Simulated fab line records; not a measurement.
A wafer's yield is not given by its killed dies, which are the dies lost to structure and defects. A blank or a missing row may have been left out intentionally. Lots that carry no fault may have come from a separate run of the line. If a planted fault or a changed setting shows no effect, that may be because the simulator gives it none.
What tool caused it? || flow n5Finfet || 8 lots with 23 wafers sampled at 5 steps, on a route of 1938 steps

== WHAT EACH GAUGE READ, for each wafer ==
N5_BEOL_M15_RC_MEAS_101. Usual: etestTempC 25.00 C, standard deviation 0.094; COMB_M10 1.5e-11 S/m, standard deviation 3.1e-12; COMB_M10_max_site 2.1e-11 S/m, standard deviation 4.7e-12; COMB_M11 1.5e-11 S/m, standard deviation 3.1e-12; COMB_M11_max_site 2.1e-11 S/m, standard deviation 4.8e-12; COMB_M12 7e-12 S/m, standard deviation 1.3e-12; COMB_M13 5.5e-12 S/m, standard deviation 1e-12; COMB_M14 4.1e-12 S/m, standard deviation 7.1e-13; COMB_M15 3.2e-12 S/m, standard deviation 5.9e-13; COMB_M5 3.7e-11 S/m, standard deviation 7.8e-12; COMB_M6 2.6e-11 S/m, standard deviation 5.1e-12; COMB_M7 2.5e-11 S/m, standard deviation 5.4e-12; COMB_M8 2.7e-11 S/m, standard deviation 5.7e-12; COMB_M8_max_site 4e-11 S/m, standard deviation 9.7e-12; COMB_M9 1.5e-11 S/m, standard deviation 3e-12; SERP_M10 3.07 ohm/um, standard deviation 0.091; SERP_M11 3.10 ohm/um, standard deviation 0.076; SERP_M12 0.632 ohm/um, standard deviation 0.016; SERP_M12_max_site 0.645 ohm/um, standard deviation 0.016; SERP_M13 0.310 ohm/um, standard deviation 0.0062; SERP_M14 0.159 ohm/um, standard deviation 0.0051; SERP_M5 38.9 ohm/um, standard deviation 1.7; SERP_M6 13.7 ohm/um, standard deviation 0.57; SERP_M7 14.0 ohm/um, standard deviation 0.52; SERP_M7_max_site 14.6 ohm/um, standard deviation 0.57; SERP_M8 13.6 ohm/um, standard deviation 0.59; SERP_M9 3.08 ohm/um, standard deviation 0.082.
{"lot": "L131", "measured": "day 12 20:56", "on": "prober-02", "etestTempC (C)": "24.98 25.14 25.15", "COMB_M10 (S/m)": "2.1e-11 2e-11 1.1e-11", "COMB_M10_max_site (S/m)": "2.8e-11 2.9e-11 1.5e-11", "COMB_M11 (S/m)": "1.1e-11 1.6e-11 1.2e-11", "COMB_M11_max_site (S/m)": "2.2e-11 2.4e-11 2e-11", "COMB_M12 (S/m)": "8e-12 5.8e-12 9.5e-12", "COMB_M13 (S/m)": "6e-12 4.6e-12 5.3e-12", "COMB_M14 (S/m)": "3.9e-12 3.8e-12 2.8e-12", "COMB_M15 (S/m)": "2.2e-12 3.6e-12 2.7e-12", "COMB_M5 (S/m)": "4.3e-11 2.9e-11 3.8e-11", "COMB_M6 (S/m)": "3.6e-11 3.1e-11 2.6e-11", "COMB_M7 (S/m)": "3.3e-11 2.4e-11 2.4e-11", "COMB_M8 (S/m)": "2.6e-11 2.3e-11 2.2e-11", "COMB_M8_max_site (S/m)": "3.3e-11 2.8e-11 4e-11", "COMB_M9 (S/m)": "1.5e-11 1.3e-11 1.6e-11", "SERP_M10 (ohm/um)": "2.94 3.02 3.03", "SERP_M11 (ohm/um)": "3.03 3.07 3.05", "SERP_M12 (ohm/um)": "0.625 0.666 0.643", "SERP_M12_max_site (ohm/um)": "0.632 0.676 0.654", "SERP_M13 (ohm/um)": "0.303 0.322 0.313", "SERP_M14 (ohm/um)": "0.153 0.152 0.151", "SERP_M5 (ohm/um)": "39.1 38.3 41.3", "SERP_M6 (ohm/um)": "13.6 13.6 13.7", "SERP_M7 (ohm/um)": "13.9 13.9 13.3", "SERP_M7_max_site (ohm/um)": "14.3 14.1 14.5", "SERP_M8 (ohm/um)": "13.0 12.8 13.3", "SERP_M9 (ohm/um)": "2.92 3.04 2.89", "flag": ""}
{"lot": "L130", "measured": "day 12 23:19", "on": "prober-01", "etestTempC (C)": "24.94 24.97 25.04", "COMB_M10 (S/m)": "1.5e-11 1.2e-11 1.2e-11", "COMB_M10_max_site (S/m)": "2.1e-11 1.7e-11 1.8e-11", "COMB_M11 (S/m)": "1.3e-11 1.3e-11 1.3e-11", "COMB_M11_max_site (S/m)": "2.1e-11 2.1e-11 1.6e-11", "COMB_M12 (S/m)": "7.5e-12 6.9e-12 7.9e-12", "COMB_M13 (S/m)": "5.6e-12 9.5e-12 5.6e-12", "COMB_M14 (S/m)": "4.6e-12 4.2e-12 5.2e-12", "COMB_M15 (S/m)": "3.3e-12 3.2e-12 3.2e-12", "COMB_M5 (S/m)": "3.7e-11 3.4e-11 4e-11", "COMB_M6 (S/m)": "2.7e-11 2.2e-11 2.1e-11", "COMB_M7 (S/m)": "2.7e-11 3.1e-11 3.3e-11", "COMB_M8 (S/m)": "3e-11 3.1e-11 2e-11", "COMB_M8_max_site (S/m)": "3.8e-11 4.8e-11 2.8e-11", "COMB_M9 (S/m)": "1.6e-11 1.5e-11 1.3e-11", "SERP_M10 (ohm/um)": "3.02 3.14 3.07", "SERP_M11 (ohm/um)": "3.16 3.05 3.16", "SERP_M12 (ohm/um)": "0.658 0.628 0.617", "SERP_M12_max_site (ohm/um)": "0.673 0.635 0.624", "SERP_M13 (ohm/um)": "0.307 0.310 0.308", "SERP_M14 (ohm/um)": "0.157 0.155 0.156", "SERP_M5 (ohm/um)": "38.4 35.9 36.5", "SERP_M6 (ohm/um)": "14.9 14.5 14.7", "SERP_M7 (ohm/um)": "14.0 14.0 14.6", "SERP_M7_max_site (ohm/um)": "14.8 14.3 15.5", "SERP_M8 (ohm/um)": "13.2 13.6 13.7", "SERP_M9 (ohm/um)": "3.05 3.06 3.09", "flag": ""}
{"lot": "L137", "measured": "day 14 23:18", "on": "prober-02", "etestTempC (C)": "24.96 24.94 24.89", "COMB_M10 (S/m)": "1.3e-11 1.6e-11 1.2e-11", "COMB_M10_max_site (S/m)": "1.8e-11 1.9e-11 1.5e-11", "COMB_M11 (S/m)": "1.8e-11 2e-11 1.2e-11", "COMB_M11_max_site (S/m)": "2.8e-11 2.9e-11 1.8e-11", "COMB_M12 (S/m)": "6.8e-12 7.2e-12 8.6e-12", "COMB_M13 (S/m)": "6.1e-12 4.5e-12 5.8e-12", "COMB_M14 (S/m)": "3.9e-12 3.8e-12 3.8e-12", "COMB_M15 (S/m)": "2.4e-12 2.7e-12 3.8e-12", "COMB_M5 (S/m)": "3.4e-11 3.2e-11 3.5e-11", "COMB_M6 (S/m)": "2.8e-11 2.3e-11 2.4e-11", "COMB_M7 (S/m)": "2e-11 2.4e-11 2.5e-11", "COMB_M8 (S/m)": "1.8e-11 1.7e-11 1.4e-11", "COMB_M8_max_site (S/m)": "2.7e-11 2.5e-11 2.1e-11", "COMB_M9 (S/m)": "1.4e-11 1.9e-11 1.7e-11", "SERP_M10 (ohm/um)": "3.31 3.21 3.06", "SERP_M11 (ohm/um)": "3.15 3.17 3.02", "SERP_M12 (ohm/um)": "0.613 0.641 0.624", "SERP_M12_max_site (ohm/um)": "0.627 0.653 0.638", "SERP_M13 (ohm/um)": "0.303 0.303 0.316", "SERP_M14 (ohm/um)": "0.163 0.164 0.158", "SERP_M5 (ohm/um)": "38.1 36.7 40.5", "SERP_M6 (ohm/um)": "13.8 14.2 13.2", "SERP_M7 (ohm/um)": "15.0 17.5 14.1", "SERP_M7_max_site (ohm/um)": "15.2 18.0 14.7", "SERP_M8 (ohm/um)": "13.3 13.9 14.1", "SERP_M9 (ohm/um)": "2.96 2.96 3.04", "flag": ""}
{"lot": "L143", "measured": "day 16 10:28", "on": "prober-02", "etestTempC (C)": "25.09 25.03 25.07", "COMB_M10 (S/m)": "1e-11 1.2e-11 1.4e-11", "COMB_M10_max_site (S/m)": "1.2e-11 1.7e-11 2.1e-11", "COMB_M11 (S/m)": "1.8e-11 1.8e-11 1.7e-11", "COMB_M11_max_site (S/m)": "3.1e-11 2.6e-11 2.2e-11", "COMB_M12 (S/m)": "6.6e-12 5e-12 6.7e-12", "COMB_M13 (S/m)": "4.4e-12 6.1e-12 6e-12", "COMB_M14 (S/m)": "3.3e-12 4e-12 3.8e-12", "COMB_M15 (S/m)": "2.9e-12 2.3e-12 2.8e-12", "COMB_M5 (S/m)": "3.9e-11 4e-11 3.8e-11", "COMB_M6 (S/m)": "2.7e-11 2e-11 2.7e-11", "COMB_M7 (S/m)": "2.6e-11 1.8e-11 2e-11", "COMB_M8 (S/m)": "3.2e-11 2.4e-11 5e-11", "COMB_M8_max_site (S/m)": "4e-11 5.1e-11 6.7e-11", "COMB_M9 (S/m)": "1.1e-11 1.2e-11 1.1e-11", "SERP_M10 (ohm/um)": "3.09 2.98 3.06", "SERP_M11 (ohm/um)": "3.11 3.07 3.03", "SERP_M12 (ohm/um)": "0.617 0.631 0.617", "SERP_M12_max_site (ohm/um)": "0.625 0.637 0.633", "SERP_M13 (ohm/um)": "0.314 0.320 0.312", "SERP_M14 (ohm/um)": "0.153 0.152 0.168", "SERP_M5 (ohm/um)": "40.1 39.2 39.1", "SERP_M6 (ohm/um)": "13.0 13.7 13.6", "SERP_M7 (ohm/um)": "13.8 13.6 13.7", "SERP_M7_max_site (ohm/um)": "14.2 14.0 14.7", "SERP_M8 (ohm/um)": "14.1 13.1 14.2", "SERP_M9 (ohm/um)": "3.18 3.11 2.96", "flag": ""}
{"lot": "L144", "measured": "day 17 02:21", "on": "prober-01", "etestTempC (C)": "25.23 25.01 25.13", "COMB_M10 (S/m)": "1.7e-11 1.1e-11 1.3e-11", "COMB_M10_max_site (S/m)": "1.8e-11 1.9e-11 1.8e-11", "COMB_M11 (S/m)": "1.7e-11 1.4e-11 1.4e-11", "COMB_M11_max_site (S/m)": "2.1e-11 2e-11 2.3e-11", "COMB_M12 (S/m)": "7.8e-12 7e-12 8.2e-12", "COMB_M13 (S/m)": "6.1e-12 4.5e-12 7.5e-12", "COMB_M14 (S/m)": "4.2e-12 4.7e-12 4.5e-12", "COMB_M15 (S/m)": "3.8e-12 2.8e-12 3.5e-12", "COMB_M5 (S/m)": "3.5e-11 5e-11 4e-11", "COMB_M6 (S/m)": "3.3e-11 2.5e-11 2.4e-11", "COMB_M7 (S/m)": "2.5e-11 2e-11 2.4e-11", "COMB_M8 (S/m)": "2.6e-11 2.5e-11 1.9e-11", "COMB_M8_max_site (S/m)": "4.1e-11 3.4e-11 3.4e-11", "COMB_M9 (S/m)": "1.5e-11 1.8e-11 1.4e-11", "SERP_M10 (ohm/um)": "3.11 3.16 3.17", "SERP_M11 (ohm/um)": "3.11 3.04 3.22", "SERP_M12 (ohm/um)": "0.626 0.623 0.620", "SERP_M12_max_site (ohm/um)": "0.639 0.633 0.634", "SERP_M13 (ohm/um)": "0.301 0.311 0.307", "SERP_M14 (ohm/um)": "0.164 0.154 0.164", "SERP_M5 (ohm/um)": "37.6 37.4 37.8", "SERP_M6 (ohm/um)": "13.7 12.8 13.1", "SERP_M7 (ohm/um)": "14.1 13.8 14.5", "SERP_M7_max_site (ohm/um)": "14.5 14.5 15.0", "SERP_M8 (ohm/um)": "13.4 13.9 13.2", "SERP_M9 (ohm/um)": "3.14 3.14 3.06", "flag": ""}
{"lot": "L148", "measured": "day 17 23:52", "on": "prober-02", "etestTempC (C)": "24.98 24.97", "COMB_M10 (S/m)": "1.4e-11 1.6e-11", "COMB_M10_max_site (S/m)": "1.6e-11 2.1e-11", "COMB_M11 (S/m)": "1.1e-11 1.4e-11", "COMB_M11_max_site (S/m)": "2.1e-11 2.3e-11", "COMB_M12 (S/m)": "5.9e-12 5.5e-12", "COMB_M13 (S/m)": "3.7e-12 4.5e-12", "COMB_M14 (S/m)": "4.2e-12 3.4e-12", "COMB_M15 (S/m)": "2.6e-12 3e-12", "COMB_M5 (S/m)": "3.8e-11 3e-11", "COMB_M6 (S/m)": "2.8e-11 1.7e-11", "COMB_M7 (S/m)": "2e-11 2.6e-11", "COMB_M8 (S/m)": "2.9e-11 3.1e-11", "COMB_M8_max_site (S/m)": "4.4e-11 4.3e-11", "COMB_M9 (S/m)": "2.3e-11 1.7e-11", "SERP_M10 (ohm/um)": "2.99 3.08", "SERP_M11 (ohm/um)": "2.99 3.10", "SERP_M12 (ohm/um)": "0.629 0.636", "SERP_M12_max_site (ohm/um)": "0.645 0.646", "SERP_M13 (ohm/um)": "0.318 0.308", "SERP_M14 (ohm/um)": "0.161 0.153", "SERP_M5 (ohm/um)": "35.8 39.6", "SERP_M6 (ohm/um)": "14.0 13.4", "SERP_M7 (ohm/um)": "13.9 14.1", "SERP_M7_max_site (ohm/um)": "14.5 14.9", "SERP_M8 (ohm/um)": "12.9 12.8", "SERP_M9 (ohm/um)": "3.14 3.09", "flag": ""}
{"lot": "L147", "measured": "day 17 17:55", "on": "prober-02", "etestTempC (C)": "24.82 24.89 24.88", "COMB_M10 (S/m)": "1.9e-11 2e-11 1.8e-11", "COMB_M10_max_site (S/m)": "3.1e-11 2.8e-11 2.1e-11", "COMB_M11 (S/m)": "1.5e-11 1.6e-11 1.9e-11", "COMB_M11_max_site (S/m)": "1.8e-11 2e-11 2.6e-11", "COMB_M12 (S/m)": "5.1e-12 5.5e-12 7.2e-12", "COMB_M13 (S/m)": "4.5e-12 7.4e-12 4.9e-12", "COMB_M14 (S/m)": "4.8e-12 4.8e-12 4.8e-12", "COMB_M15 (S/m)": "2.8e-12 2.5e-12 2.9e-12", "COMB_M5 (S/m)": "3.3e-11 3.1e-11 2.7e-11", "COMB_M6 (S/m)": "2.1e-11 2.8e-11 3.8e-11", "COMB_M7 (S/m)": "2.6e-11 3e-11 2.4e-11", "COMB_M8 (S/m)": "2.4e-11 2.3e-11 3.2e-11", "COMB_M8_max_site (S/m)": "3e-11 3.2e-11 4.1e-11", "COMB_M9 (S/m)": "1.4e-11 1.5e-11 1.6e-11", "SERP_M10 (ohm/um)": "3.16 3.02 3.17", "SERP_M11 (ohm/um)": "3.00 2.91 3.09", "SERP_M12 (ohm/um)": "0.667 0.648 0.635", "SERP_M12_max_site (ohm/um)": "0.689 0.663 0.647", "SERP_M13 (ohm/um)": "0.307 0.303 0.319", "SERP_M14 (ohm/um)": "0.152 0.153 0.152", "SERP_M5 (ohm/um)": "37.3 38.3 38.6", "SERP_M6 (ohm/um)": "13.5 13.3 13.8", "SERP_M7 (ohm/um)": "14.6 13.4 14.4", "SERP_M7_max_site (ohm/um)": "15.4 13.7 15.0", "SERP_M8 (ohm/um)": "13.5 13.6 12.6", "SERP_M9 (ohm/um)": "3.35 3.25 3.27", "flag": ""}
{"lot": "L149", "measured": "day 18 06:19", "on": "prober-01", "etestTempC (C)": "24.87 24.84 24.83", "COMB_M10 (S/m)": "1.3e-11 1.7e-11 1.9e-11", "COMB_M10_max_site (S/m)": "1.9e-11 2.5e-11 2.7e-11", "COMB_M11 (S/m)": "2.2e-11 2.1e-11 1.6e-11", "COMB_M11_max_site (S/m)": "2.5e-11 3.1e-11 2.9e-11", "COMB_M12 (S/m)": "8.7e-12 5.6e-12 5.7e-12", "COMB_M13 (S/m)": "7.4e-12 5.3e-12 6.5e-12", "COMB_M14 (S/m)": "3.8e-12 4.9e-12 3.4e-12", "COMB_M15 (S/m)": "3.9e-12 3.5e-12 3.8e-12", "COMB_M5 (S/m)": "3.1e-11 3.6e-11 4.8e-11", "COMB_M6 (S/m)": "2.4e-11 2.8e-11 2.6e-11", "COMB_M7 (S/m)": "2.1e-11 3.2e-11 2.3e-11", "COMB_M8 (S/m)": "3.5e-11 2.9e-11 2.5e-11", "COMB_M8_max_site (S/m)": "3.9e-11 4e-11 3.3e-11", "COMB_M9 (S/m)": "1.7e-11 1.6e-11 1.5e-11", "SERP_M10 (ohm/um)": "3.08 3.20 3.18", "SERP_M11 (ohm/um)": "3.07 3.03 3.21", "SERP_M12 (ohm/um)": "0.624 0.637 0.616", "SERP_M12_max_site (ohm/um)": "0.633 0.657 0.628", "SERP_M13 (ohm/um)": "0.316 0.316 0.312", "SERP_M14 (ohm/um)": "0.155 0.164 0.164", "SERP_M5 (ohm/um)": "39.2 40.0 40.3", "SERP_M6 (ohm/um)": "13.9 14.5 13.5", "SERP_M7 (ohm/um)": "14.6 14.5 13.9", "SERP_M7_max_site (ohm/um)": "15.3 15.2 14.3", "SERP_M8 (ohm/um)": "13.1 13.1 13.6", "SERP_M9 (ohm/um)": "3.04 3.01 2.99", "flag": ""}

== EACH LOT AND THE TOOL THAT RAN IT (in order: tool; ch and the chambers of the sampled wafers; start) ==
{"lot": "L131", "N5_BEOL_M7_STRIP_80": "rieDiel-04 ch 0,1,2, day 10 12:25 or earlier", "N5_BEOL_M7_CURE_75": "uvCure-01 ch 0, day 10 12:25", "N5_BEOL_M7_ALD_77": "aldMetal-02 ch 0,1,2, day 10 12:56", "N5_BEOL_M7_CMP_52": "cmp-04 ch 1,2,3, day 10 14:22"}
{"lot": "L130", "N5_BEOL_M7_STRIP_80": "rieDiel-02 ch 0,1,3, day 10 14:44 or earlier", "N5_BEOL_M7_CURE_75": "uvCure-02 ch 1, day 10 14:44", "N5_BEOL_M7_ALD_77": "aldMetal-04 ch 0,1,3, day 10 15:37", "N5_BEOL_M7_CMP_52": "cmp-01 ch 0,1,3, day 10 17:16"}
{"lot": "L137", "N5_BEOL_M7_STRIP_80": "rieDiel-05 ch 1,2, day 11 23:35 or earlier", "N5_BEOL_M7_CURE_75": "uvCure-01 ch 0, day 11 23:35", "N5_BEOL_M7_ALD_77": "aldMetal-04 ch 2,3, day 11 23:55", "N5_BEOL_M7_CMP_52": "cmp-01 ch 0,1, day 12 01:14"}
{"lot": "L143", "N5_BEOL_M7_STRIP_80": "rieDiel-04 ch 0,3, day 13 14:30 or earlier", "N5_BEOL_M7_CURE_75": "uvCure-02 ch 0, day 13 14:30", "N5_BEOL_M7_ALD_77": "aldMetal-03 ch 0,1, day 13 14:55", "N5_BEOL_M7_CMP_52": "cmp-01 ch 0,2,3, day 13 16:10"}
{"lot": "L144", "N5_BEOL_M7_STRIP_80": "rieDiel-02 ch 0,2,3, day 14 07:17 or earlier", "N5_BEOL_M7_CURE_75": "uvCure-02 ch 0, day 14 07:17", "N5_BEOL_M7_ALD_77": "aldMetal-03 ch 0,1,2, day 14 11:37", "N5_BEOL_M7_CMP_52": "cmp-01 ch 2,3, day 14 12:45"}
{"lot": "L148", "N5_BEOL_M7_STRIP_80": "rieDiel-04 ch 2,3, day 15 05:56 or earlier", "N5_BEOL_M7_CURE_75": "uvCure-03 ch 1, day 15 05:56", "N5_BEOL_M7_ALD_77": "aldMetal-04 ch 1,2, day 15 06:29", "N5_BEOL_M7_CMP_52": "cmp-01 ch 0,1, day 15 08:56"}
{"lot": "L147", "N5_BEOL_M7_STRIP_80": "rieDiel-04 ch 0,1,2, day 15 08:28 or earlier", "N5_BEOL_M7_CURE_75": "uvCure-03 ch 1, day 15 08:28", "N5_BEOL_M7_ALD_77": "aldMetal-04 ch 0,1,2, day 15 09:22", "N5_BEOL_M7_CMP_52": "cmp-01 ch 0,1,2, day 15 12:14"}
{"lot": "L149", "N5_BEOL_M7_STRIP_80": "rieDiel-05 ch 0,2,3, day 15 11:53 or earlier", "N5_BEOL_M7_CURE_75": "uvCure-02 ch 1, day 15 11:53", "N5_BEOL_M7_ALD_77": "aldMetal-02 ch 0,1,2, day 15 12:43", "N5_BEOL_M7_CMP_52": "cmp-01 ch 0,1,3, day 15 14:07"}
- N5_BEOL_M7_STRIP_80: strips in N2/H2, time 10 s.
- N5_BEOL_M7_CURE_75: cures SiCOH lowk, time 120 s.
- N5_BEOL_M7_ALD_77: deposits TaN, target thk 2 nm, pulse time 2 s, purge time 3 s.
- N5_BEOL_M7_CMP_52: polishes, stops on SiCOH lowk, t overpolish 6.9 s, target thk 80 nm.

== WHAT THE TOOLS THEMSELVES READ (means of the sampled wafers that have a number; where no wafer has one, the mark that the record gives instead) ==
N5_BEOL_M7_STRIP_80. Usual: drypumpMotorCurrentA 5.6 A, standard deviation 0.39; oesProductAu 0.81 a.u., standard deviation 0.082; rfVppV 59.3 V, standard deviation 0.82; showerheadPlenumPTorr 2.57 Torr, standard deviation 0.077; throttleValvePct 23.6 %, standard deviation 0.34.
{"lot": "L131", "tool": "rieDiel-04", "drypumpMotorCurrentA (A)": 5.9, "oesProductAu (a.u.)": 0.84, "rfVppV (V)": 58.7, "showerheadPlenumPTorr (Torr)": 2.53, "throttleValvePct (%)": 23.7, "flag": ""}
{"lot": "L130", "tool": "rieDiel-02", "drypumpMotorCurrentA (A)": 5.1, "oesProductAu (a.u.)": 0.87, "rfVppV (V)": 59.5, "showerheadPlenumPTorr (Torr)": 2.65, "throttleValvePct (%)": 23.7, "flag": ""}
{"lot": "L137", "tool": "rieDiel-05", "drypumpMotorCurrentA (A)": 5.6, "oesProductAu (a.u.)": 0.78, "rfVppV (V)": 59.3, "showerheadPlenumPTorr (Torr)": 2.53, "throttleValvePct (%)": 23.5, "flag": ""}
{"lot": "L143", "tool": "rieDiel-04", "drypumpMotorCurrentA (A)": 5.8, "oesProductAu (a.u.)": 0.79, "rfVppV (V)": 59.4, "showerheadPlenumPTorr (Torr)": 2.57, "throttleValvePct (%)": 23.7, "flag": ""}
{"lot": "L144", "tool": "rieDiel-02", "drypumpMotorCurrentA (A)": 5.4, "oesProductAu (a.u.)": 0.77, "rfVppV (V)": 59.6, "showerheadPlenumPTorr (Torr)": 2.62, "throttleValvePct (%)": 23.6, "flag": ""}
{"lot": "L148", "tool": "rieDiel-04", "drypumpMotorCurrentA (A)": 6.1, "oesProductAu (a.u.)": 0.81, "rfVppV (V)": 58.7, "showerheadPlenumPTorr (Torr)": 2.58, "throttleValvePct (%)": 24.0, "flag": ""}
{"lot": "L147", "tool": "rieDiel-04", "drypumpMotorCurrentA (A)": 5.9, "oesProductAu (a.u.)": 0.80, "rfVppV (V)": 59.6, "showerheadPlenumPTorr (Torr)": 2.52, "throttleValvePct (%)": 23.7, "flag": ""}
{"lot": "L149", "tool": "rieDiel-05", "drypumpMotorCurrentA (A)": 5.8, "oesProductAu (a.u.)": 0.78, "rfVppV (V)": 60.0, "showerheadPlenumPTorr (Torr)": 2.55, "throttleValvePct (%)": 23.6, "flag": ""}

N5_BEOL_M7_CURE_75. Usual: lampPowerPct 52.32 %, standard deviation 0.053; wafer_temp_C_max 371.9, standard deviation 0.53.
{"lot": "L131", "tool": "uvCure-01", "lampPowerPct (%)": 52.32, "wafer_temp_C_max": 371.6, "flag": ""}
{"lot": "L130", "tool": "uvCure-02", "lampPowerPct (%)": 52.30, "wafer_temp_C_max": 372.3, "flag": ""}
{"lot": "L137", "tool": "uvCure-01", "lampPowerPct (%)": 52.32, "wafer_temp_C_max": 371.5, "flag": ""}
{"lot": "L143", "tool": "uvCure-02", "lampPowerPct (%)": 52.38, "wafer_temp_C_max": 372.3, "flag": ""}
{"lot": "L144", "tool": "uvCure-02", "lampPowerPct (%)": 52.23, "wafer_temp_C_max": 371.9, "flag": ""}
{"lot": "L148", "tool": "uvCure-03", "lampPowerPct (%)": 52.33, "wafer_temp_C_max": 371.6, "flag": ""}
{"lot": "L147", "tool": "uvCure-03", "lampPowerPct (%)": 52.30, "wafer_temp_C_max": 371.4, "flag": ""}
{"lot": "L149", "tool": "uvCure-02", "lampPowerPct (%)": 52.33, "wafer_temp_C_max": 372.1, "flag": ""}

N5_BEOL_M7_ALD_77. Usual: heaterPowerW 420 W, standard deviation 33; susceptorTempC 275.00 C, standard deviation 0.19.
{"lot": "L131", "tool": "aldMetal-02", "heaterPowerW (W)": 417, "susceptorTempC (C)": 274.98, "flag": ""}
{"lot": "L130", "tool": "aldMetal-04", "heaterPowerW (W)": 430, "susceptorTempC (C)": 274.93, "flag": ""}
{"lot": "L137", "tool": "aldMetal-04", "heaterPowerW (W)": 427, "susceptorTempC (C)": 274.99, "flag": ""}
{"lot": "L143", "tool": "aldMetal-03", "heaterPowerW (W)": 382, "susceptorTempC (C)": 275.13, "flag": ""}
{"lot": "L144", "tool": "aldMetal-03", "heaterPowerW (W)": 387, "susceptorTempC (C)": 275.18, "flag": ""}
{"lot": "L148", "tool": "aldMetal-04", "heaterPowerW (W)": 430, "susceptorTempC (C)": 274.99, "flag": ""}
{"lot": "L147", "tool": "aldMetal-04", "heaterPowerW (W)": 415, "susceptorTempC (C)": 274.94, "flag": ""}
{"lot": "L149", "tool": "aldMetal-02", "heaterPowerW (W)": 416, "susceptorTempC (C)": 275.07, "flag": ""}

N5_BEOL_M7_CMP_52. Usual: clearingPlatenRpm 50.000 rpm, standard deviation 0.027; motorCurrentA 6.0 A, standard deviation 0.65; platenRpm 50.002 rpm, standard deviation 0.029.
{"lot": "L131", "tool": "cmp-04", "clearingPlatenRpm (rpm)": 50.005, "motorCurrentA (A)": 5.5, "platenRpm (rpm)": 49.974, "flag": ""}
{"lot": "L130", "tool": "cmp-01", "clearingPlatenRpm (rpm)": 49.993, "motorCurrentA (A)": 6.0, "platenRpm (rpm)": 50.007, "flag": ""}
{"lot": "L137", "tool": "cmp-01", "clearingPlatenRpm (rpm)": 49.990, "motorCurrentA (A)": 6.4, "platenRpm (rpm)": 50.015, "flag": ""}
{"lot": "L143", "tool": "cmp-01", "clearingPlatenRpm (rpm)": 49.972, "motorCurrentA (A)": 5.9, "platenRpm (rpm)": 50.012, "flag": ""}
{"lot": "L144", "tool": "cmp-01", "clearingPlatenRpm (rpm)": 49.994, "motorCurrentA (A)": 5.4, "platenRpm (rpm)": 50.036, "flag": ""}
{"lot": "L148", "tool": "cmp-01", "clearingPlatenRpm (rpm)": 50.013, "motorCurrentA (A)": 6.1, "platenRpm (rpm)": 49.992, "flag": ""}
{"lot": "L147", "tool": "cmp-01", "clearingPlatenRpm (rpm)": 49.982, "motorCurrentA (A)": 6.0, "platenRpm (rpm)": 50.020, "flag": ""}
{"lot": "L149", "tool": "cmp-01", "clearingPlatenRpm (rpm)": 50.020, "motorCurrentA (A)": 6.0, "platenRpm (rpm)": 50.001, "flag": ""}

== THE ANSWER, worked out from the rows above alone ==
Rule: take the mean of a lot's wafers that have a number; if it is more than 3 standard deviations from the usual mean, the lot is off. A lot without any number at a reading at which 4 lots or more have one is off too. Where the step has rows for the other lots, those lots are counted as sound. First the gauges in route order, then the tools' own readings, where a lot's mean is used as printed above. The first step at which some lot is off is used, and at that step the reading that is off furthest; a lot without a number counts as furthest.
No lot is off at any reading shown: from this, nothing can be told.

== WHAT THE SIMULATOR PUT IN ==
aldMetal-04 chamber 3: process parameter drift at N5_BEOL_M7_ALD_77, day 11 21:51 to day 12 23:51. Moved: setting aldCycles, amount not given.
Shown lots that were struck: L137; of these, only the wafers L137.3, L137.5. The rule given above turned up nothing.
